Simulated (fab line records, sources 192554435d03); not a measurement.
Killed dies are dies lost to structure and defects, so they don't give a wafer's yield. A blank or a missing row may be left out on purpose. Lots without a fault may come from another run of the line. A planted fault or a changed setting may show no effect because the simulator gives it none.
Split-lot experiment | flow n5_finfet | 7 lots, 39 wafers read, on a route of 1938 steps

THE SPLIT
At N5_PMOS_HMC_CHANNEL_EPI_FIN_RECESS_16 (chemistry HBr/Cl2, target Si, target depth 54 nm, time 18 s), the setting time_s was moved away from the recipe's 18 s on 15 of the 39 wafers read, by -7.5% to +5.9%. The other wafers ran this setting at the recipe's value.

FROM THE SPLIT TO THE READING: what the file shows between them, 4 steps
- N5_PMOS_HMC_CHANNEL_EPI_PRECLEAN_36: cleans in O3/DIW, time 45 s
- N5_PMOS_HMC_CHANNEL_EPI_PRECLEAN_18: cleans in DHF, time 30 s
- N5_PMOS_HMC_CHANNEL_EPI_SRD_39: time 30 s
- N5_PMOS_HMC_CHANNEL_EPI_CMP_21: polishes SiGe30, target thk 54 nm

THE READING
HMC_CMP_THK, in nm, at N5_PMOS_HMC_CHANNEL_EPI_THK_MEAS_22. Fault-free wafers of this fab line usually give 53.8 nm, standard deviation 0.65 nm.

wafer  | tool, chamber at the split | time_s as run, s | against the recipe | HMC_CMP_THK, nm | against lot-mates on the recipe
L076.1 | rie_si-03, 0               | 19.06            | +5.9%              | 57.8            | +4.6
L076.2 | rie_si-03, 1               | 19.06            | +5.9%              | 57.2            | +4.0
L076.3 | rie_si-03, 2               | 19.06            | +5.9%              | 58.2            | +5.0
L076.4 | rie_si-03, 3               | 18               | recipe             | 52.9            | -
L076.5 | rie_si-03, 3               | 18               | recipe             | 52.4            | -
L076.6 | rie_si-03, 0               | 18               | recipe             | 54.3            | -
L077.1 | rie_si-02, 0               | 17.08            | -5.1%              | 51.3            | -1.9
L077.2 | rie_si-02, 1               | 18               | recipe             | 52.7            | -
L077.3 | rie_si-02, 2               | 18               | recipe             | 53.4            | -
L077.4 | rie_si-02, 3               | 17.08            | -5.1%              | 51.2            | -2.0
L077.5 | rie_si-02, 3               | 17.08            | -5.1%              | 51.3            | -1.9
L077.6 | rie_si-02, 2               | 18               | recipe             | 53.6            | -
L081.1 | rie_si-05, 2               | 18               | recipe             | 53.5            | -
L081.2 | rie_si-05, 1               | 18               | recipe             | 53.8            | -
L081.3 | rie_si-05, 3               | 18               | recipe             | 52.9            | -
L081.4 | rie_si-05, 0               | 18               | recipe             | 52.9            | -
L081.5 | rie_si-05, 3               | 18               | recipe             | 52.8            | -
L081.6 | rie_si-05, 0               | 18               | recipe             | 53.4            | -
L082.2 | rie_si-03, 0               | 18               | recipe             | 54.7            | -
L082.4 | rie_si-03, 2               | 18               | recipe             | 55.0            | -
L082.6 | rie_si-03, 0               | 18               | recipe             | 54.2            | -
L086.1 | rie_si-02, 3               | 18               | recipe             | 53.7            | -
L086.2 | rie_si-02, 2               | 16.65            | -7.5%              | 49.6            | -4.3
L086.3 | rie_si-02, 0               | 18               | recipe             | 54.2            | -
L086.4 | rie_si-02, 1               | 16.65            | -7.5%              | 49.4            | -4.5
L086.5 | rie_si-02, 0               | 18               | recipe             | 53.9            | -
L086.6 | rie_si-02, 1               | 16.65            | -7.5%              | 48.4            | -5.5
L090.1 | rie_si-05, 2               | 18.74            | +4.1%              | 55.6            | +2.1
L090.2 | rie_si-05, 1               | 18               | recipe             | 53.8            | -
L090.3 | rie_si-05, 3               | 18               | recipe             | 53.3            | -
L090.4 | rie_si-05, 0               | 18.74            | +4.1%              | 55.9            | +2.4
L090.5 | rie_si-05, 3               | 18               | recipe             | 53.4            | -
L090.6 | rie_si-05, 0               | 18.74            | +4.1%              | 55.8            | +2.3
L097.1 | rie_si-05, 0               | 18               | recipe             | 53.7            | -
L097.2 | rie_si-05, 2               | 17.3             | -3.9%              | 51.6            | -1.7
L097.3 | rie_si-05, 3               | 18               | recipe             | 52.9            | -
L097.4 | rie_si-05, 1               | 17.3             | -3.9%              | 51.5            | -1.8
L097.5 | rie_si-05, 0               | 17.3             | -3.9%              | 51.4            | -1.9
L097.6 | rie_si-05, 3               | 18               | recipe             | 53.3            | -

THE FIT
A straight line over all 39 wafers: HMC_CMP_THK changes by +0.585 nm for each +1% of time_s; r = +0.96; the points scatter about the line by 0.62 nm.
The same after taking each lot's own level away (the mean of its wafers on the recipe; 39 wafers): +0.605 nm for each +1%; r = +0.96; scatter 0.58 nm.
On that fit, the largest move of time_s shifts the reading by 4.5 nm.
The lots' own levels span 53.20 to 54.63 nm, that is 2.2 times the standard deviation above.
So the lot-to-lot level changes the slope little: the two slopes agree.
Check: with one of the wafers moved furthest among these (-7.5%) left out of the fit, the line predicts -4.37 nm for it against its lot-mates. It came out at -4.33 nm against them.

THE WHOLE CHAIN: every reading that the file lists as answering this split, in the file's order
step                                  | what it does                                                | reading                                                                                | change (the file's fit)             | r (the file's)
N5_PMOS_HMC_CHANNEL_EPI_FIN_RECESS_16 | chemistry HBr/Cl2, target Si, target depth 54 nm, time 18 s | etch.depth_nm (the simulator's own value, which no gauge read)                         | +0.6 nm for each +1% of the setting | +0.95
N5_PMOS_HMC_CHANNEL_EPI_FIN_RECESS_16 | chemistry HBr/Cl2, target Si, target depth 54 nm, time 18 s | PMOS_HMC_CHANNEL_EPI.feature_depth_nm (the simulator's own value, which no gauge read) | +0.6 nm for each +1% of the setting | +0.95
N5_PMOS_HMC_CHANNEL_EPI_THK_MEAS_22   |                                                             | HMC_CMP_THK                                                                            | +0.595 for each +1% of the setting  | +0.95

THE FILE'S OWN FIT
HMC_CMP_THK changes by +0.595 nm for each +1% of time_s, r = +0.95.
